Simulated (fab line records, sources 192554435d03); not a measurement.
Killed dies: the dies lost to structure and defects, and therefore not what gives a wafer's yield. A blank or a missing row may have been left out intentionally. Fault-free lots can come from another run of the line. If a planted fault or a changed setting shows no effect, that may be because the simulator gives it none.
Split-lot trial / flow n5_finfet / route with 1938 steps; 7 lots, 21 wafers read

ON THE SPLIT
At N5_MOL_CONTACT_COAG_ALD_27 (deposits SiOC, target thk 17 nm, pulse time 1.5 s, time 2720 s), the setting time_s was moved away from the recipe's 2720 s on 6 of the 21 wafers read, by -19.4% to +6.8%. The other wafers ran this setting at the recipe's value.

The split's own step is where the reading is taken.

THE READING
SiOC_of_MOL_CONTACT_COAG_ALD_27.thk_nm (the simulator's own value, which no gauge read), in nm, at N5_MOL_CONTACT_COAG_ALD_27 (deposits SiOC, target thk 17 nm, pulse time 1.5 s, time 2720 s). There is no usual value for it anywhere in the file. Average 17.0 nm, standard deviation 0.088 nm, over the 15 wafers here run with the recipe.

wafer=L075.1; tool, chamber at the split=ald_sin-04, 0; time_s as run, s=2720; against the recipe=recipe; SiOC_of_MOL_CONTACT_COAG_ALD_27.thk_nm, nm=17; against lot-mates on the recipe=-
wafer=L075.2; tool, chamber at the split=ald_sin-04, 2; time_s as run, s=2905; against the recipe=+6.8%; SiOC_of_MOL_CONTACT_COAG_ALD_27.thk_nm, nm=17.2; against lot-mates on the recipe=+0.3
wafer=L075.4; tool, chamber at the split=ald_sin-04, 0; time_s as run, s=2720; against the recipe=recipe; SiOC_of_MOL_CONTACT_COAG_ALD_27.thk_nm, nm=16.8; against lot-mates on the recipe=-
wafer=L081.2; tool, chamber at the split=ald_sin-01, 0,2,0; time_s as run, s=2720; against the recipe=recipe; SiOC_of_MOL_CONTACT_COAG_ALD_27.thk_nm, nm=17; against lot-mates on the recipe=-
wafer=L081.4; tool, chamber at the split=ald_sin-01, 0,2,0; time_s as run, s=2720; against the recipe=recipe; SiOC_of_MOL_CONTACT_COAG_ALD_27.thk_nm, nm=17; against lot-mates on the recipe=-
wafer=L081.6; tool, chamber at the split=ald_sin-01, 0,2,0; time_s as run, s=2720; against the recipe=recipe; SiOC_of_MOL_CONTACT_COAG_ALD_27.thk_nm, nm=17; against lot-mates on the recipe=-
wafer=L084.1; tool, chamber at the split=ald_sin-04, 1; time_s as run, s=2490; against the recipe=-8.5%; SiOC_of_MOL_CONTACT_COAG_ALD_27.thk_nm, nm=15.6; against lot-mates on the recipe=-1.4
wafer=L084.5; tool, chamber at the split=ald_sin-04, 1; time_s as run, s=2490; against the recipe=-8.5%; SiOC_of_MOL_CONTACT_COAG_ALD_27.thk_nm, nm=15.4; against lot-mates on the recipe=-1.6
wafer=L084.6; tool, chamber at the split=ald_sin-04, 2; time_s as run, s=2720; against the recipe=recipe; SiOC_of_MOL_CONTACT_COAG_ALD_27.thk_nm, nm=17; against lot-mates on the recipe=-
wafer=L086.1; tool, chamber at the split=ald_sin-01, 1,3; time_s as run, s=2720; against the recipe=recipe; SiOC_of_MOL_CONTACT_COAG_ALD_27.thk_nm, nm=17; against lot-mates on the recipe=-
wafer=L086.4; tool, chamber at the split=ald_sin-01, 1,3; time_s as run, s=2720; against the recipe=recipe; SiOC_of_MOL_CONTACT_COAG_ALD_27.thk_nm, nm=17; against lot-mates on the recipe=-
wafer=L086.5; tool, chamber at the split=ald_sin-01, 2; time_s as run, s=2720; against the recipe=recipe; SiOC_of_MOL_CONTACT_COAG_ALD_27.thk_nm, nm=16.8; against lot-mates on the recipe=-
wafer=L090.1; tool, chamber at the split=ald_sin-04, 2; time_s as run, s=2437; against the recipe=-10.4%; SiOC_of_MOL_CONTACT_COAG_ALD_27.thk_nm, nm=15.2; against lot-mates on the recipe=-1.8
wafer=L090.2; tool, chamber at the split=ald_sin-04, 3; time_s as run, s=2720; against the recipe=recipe; SiOC_of_MOL_CONTACT_COAG_ALD_27.thk_nm, nm=17; against lot-mates on the recipe=-
wafer=L090.4; tool, chamber at the split=ald_sin-04, 1; time_s as run, s=2437; against the recipe=-10.4%; SiOC_of_MOL_CONTACT_COAG_ALD_27.thk_nm, nm=15.4; against lot-mates on the recipe=-1.6
wafer=L095.1; tool, chamber at the split=ald_sin-01, 0,2,1; time_s as run, s=2720; against the recipe=recipe; SiOC_of_MOL_CONTACT_COAG_ALD_27.thk_nm, nm=17; against lot-mates on the recipe=-
wafer=L095.2; tool, chamber at the split=ald_sin-01, 0,2,1; time_s as run, s=2720; against the recipe=recipe; SiOC_of_MOL_CONTACT_COAG_ALD_27.thk_nm, nm=17; against lot-mates on the recipe=-
wafer=L095.3; tool, chamber at the split=ald_sin-01, 0,2,1; time_s as run, s=2720; against the recipe=recipe; SiOC_of_MOL_CONTACT_COAG_ALD_27.thk_nm, nm=17; against lot-mates on the recipe=-
wafer=L096.1; tool, chamber at the split=ald_sin-04, 1; time_s as run, s=2720; against the recipe=recipe; SiOC_of_MOL_CONTACT_COAG_ALD_27.thk_nm, nm=17.2; against lot-mates on the recipe=-
wafer=L096.2; tool, chamber at the split=ald_sin-04, 2; time_s as run, s=2191; against the recipe=-19.4%; SiOC_of_MOL_CONTACT_COAG_ALD_27.thk_nm, nm=13.6; against lot-mates on the recipe=-3.5
wafer=L096.6; tool, chamber at the split=ald_sin-04, 1; time_s as run, s=2720; against the recipe=recipe; SiOC_of_MOL_CONTACT_COAG_ALD_27.thk_nm, nm=17; against lot-mates on the recipe=-
If several chambers appear in one row, that row covers several wafers at once and the file leaves open which wafer was in which chamber.

FIT RESULTS
A straight line over all 21 wafers: SiOC_of_MOL_CONTACT_COAG_ALD_27.thk_nm changes by +0.158 nm for each +1% of time_s; r = +0.97; the points scatter about the line by 0.22 nm.
The same after taking each lot's own level away (the mean of its wafers on the recipe; 21 wafers): +0.163 nm for each +1%; r = +0.98; scatter 0.21 nm.
According to that fit, moving time_s by its largest amount changes the reading by 3.2 nm.
The lots' own levels span 16.90 to 17.10 nm, that is 2.3 times the standard deviation above.
The two slopes agree, so the slope changes little with the lot-to-lot level.
Check: with one of the wafers moved furthest among these (-19.4%) left out of the fit, the line predicts -2.97 nm for it against its lot-mates. Against them it came out at -3.5 nm.

ADDITIONAL SPLITS CARRIED BY THESE WAFERS
Before the reading, these wafers also passed through other splits. Each is held against what the fit with the lots' levels taken away leaves over:
other split on the same wafers=N5_GATE_CUT_HM_DEP_46 time_s; wafers away from the commonest value=6; r with SiOC_of_MOL_CONTACT_COAG_ALD_27.thk_nm (lot level and that fit taken away)=+0.09
other split on the same wafers=N5_GATE_CUT_ALD_22 ald_cycles; wafers away from the commonest value=6; r with SiOC_of_MOL_CONTACT_COAG_ALD_27.thk_nm (lot level and that fit taken away)=-0.22
other split on the same wafers=N5_GATE_CUT_CMP_23 platen_rpm; wafers away from the commonest value=7; r with SiOC_of_MOL_CONTACT_COAG_ALD_27.thk_nm (lot level and that fit taken away)=-0.39

THE FILE'S OWN FIT
SiOC_of_MOL_CONTACT_COAG_ALD_27.thk_nm changes by +0.166 nm for each +1% of time_s, r = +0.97.
